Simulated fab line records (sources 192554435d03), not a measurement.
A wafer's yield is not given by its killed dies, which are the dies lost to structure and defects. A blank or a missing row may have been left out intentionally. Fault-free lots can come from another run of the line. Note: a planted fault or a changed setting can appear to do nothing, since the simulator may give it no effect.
Split-lot study -- flow n5-finfet -- 7 lots, 21 wafers read, on a route of 1938 steps

ON THE SPLIT
At N5_BEOL_M5_COAT_05 (resist thk 30 nm), the setting spin-rpm was moved away from the recipe's 1500 rpm on 7 of the 21 wafers read, by -7.9% to +8.1%. For the rest of the wafers, this setting stayed at what the recipe calls for.

FROM THE SPLIT TO THE READING: what the file shows between them, 4 steps
- N5_BEOL_M5_EBR_07
- N5_BEOL_M5_SOFTBAKE_06: time 60 s
- N5_BEOL_M5_EXPOSE_08: exposes mask M5, target cd 28 nm
- N5_BEOL_M5_PEB_09: peb time 60 s

THE READING
CAR-EUV_of_BEOL_M5_COAT_05.thk-nm (the simulator's own value, which no gauge read), in nm, at N5_BEOL_M5_DEVELOP_10 (develop time 30 s). There is no usual value for it anywhere in the file. The 14 wafers here that ran the recipe average 29.5 nm, standard deviation 0.09 nm.

wafer,"tool, chamber at the split","spin-rpm as run, rpm",against the recipe,"CAR-EUV_of_BEOL_M5_COAT_05.thk-nm, nm",against lot-mates on the recipe
L077.2,"litho-track-01, 0",1500,recipe,29.4,-
L077.3,"litho-track-01, 0",1500,recipe,29.4,-
L077.4,"litho-track-01, 0",1622,+8.1%,28.4,-1.0
L079.2,"litho-track-01, 0",1500,recipe,29.4,-
L079.5,"litho-track-01, 0",1424,-5.1%,30.2,+0.7
L079.6,"litho-track-01, 0",1500,recipe,29.6,-
L078.1,"litho-track-01, 0",1500,recipe,29.4,-
L078.2,"litho-track-01, 0",1500,recipe,29.4,-
L078.6,"litho-track-01, 0",1500,recipe,29.4,-
L080.3,"litho-track-05, 0",1381,-7.9%,30.8,+1.2
L080.4,"litho-track-05, 0",1381,-7.9%,30.8,+1.2
L080.5,"litho-track-05, 0",1500,recipe,29.6,-
L083.2,"litho-track-01, 0",1500,recipe,29.6,-
L083.3,"litho-track-01, 0",1543,+2.9%,29.2,-0.4
L083.5,"litho-track-01, 0",1543,+2.9%,29.2,-0.4
L084.1,"litho-track-01, 0",1500,recipe,29.4,-
L084.2,"litho-track-01, 0",1563,+4.2%,29,-0.5
L084.4,"litho-track-01, 0",1500,recipe,29.6,-
L085.2,"litho-track-01, 0",1500,recipe,29.4,-
L085.5,"litho-track-01, 0",1500,recipe,29.4,-
L085.6,"litho-track-01, 0",1500,recipe,29.4,-

THE FIT
A straight line over all 21 wafers: CAR-EUV_of_BEOL_M5_COAT_05.thk-nm changes by -0.147 nm for each +1% of spin-rpm; r = -0.98; the points scatter about the line by 0.11 nm.
The same after taking each lot's own level away (the mean of its wafers on the recipe; 21 wafers): -0.139 nm for each +1%; r = -0.99; scatter 0.063 nm.
That fit puts the effect of the largest move of spin-rpm on the reading at 1.1 nm.
The span of the lots' own levels, 29.40 to 29.60 nm, comes to 2.2 times the standard deviation stated above.
Consequently the slope shifts little with the lot-to-lot level, the two slopes agreeing.
Check: -1.17 nm against its lot-mates is what the line predicts for one of the wafers moved furthest among these (+8.1%) when that wafer is left out of the fit. It came out at -1 nm against them.

THESE WAFERS: OTHER SPLITS
Other splits were also applied to these wafers ahead of the reading. Each is held against what the fit with the lots' levels taken away leaves over:
other split on the same wafers,wafers away from the commonest value,r with CAR-EUV_of_BEOL_M5_COAT_05.thk-nm (lot level and that fit taken away)
N5_BEOL_M4_PECVD_72 temp-c,6,+0.07

THE WHOLE CHAIN: every reading that the file lists as answering this split, in the file's order
step,what it does,reading,change (the file's fit),r (the file's)
N5_BEOL_M5_COAT_05,resist thk 30 nm,"CAR-EUV_of_BEOL_M5_COAT_05.thk-nm (the simulator's own value, which no gauge read)",-0.149 nm for each +1% of the setting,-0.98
N5_BEOL_M5_DEVELOP_10,develop time 30 s,"CAR-EUV_of_BEOL_M5_COAT_05.thk-nm (the simulator's own value, which no gauge read)",-0.135 nm for each +1% of the setting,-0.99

THE FILE'S OWN FIT
CAR-EUV_of_BEOL_M5_COAT_05.thk-nm changes by -0.135 nm for each +1% of spin-rpm, r = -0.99.
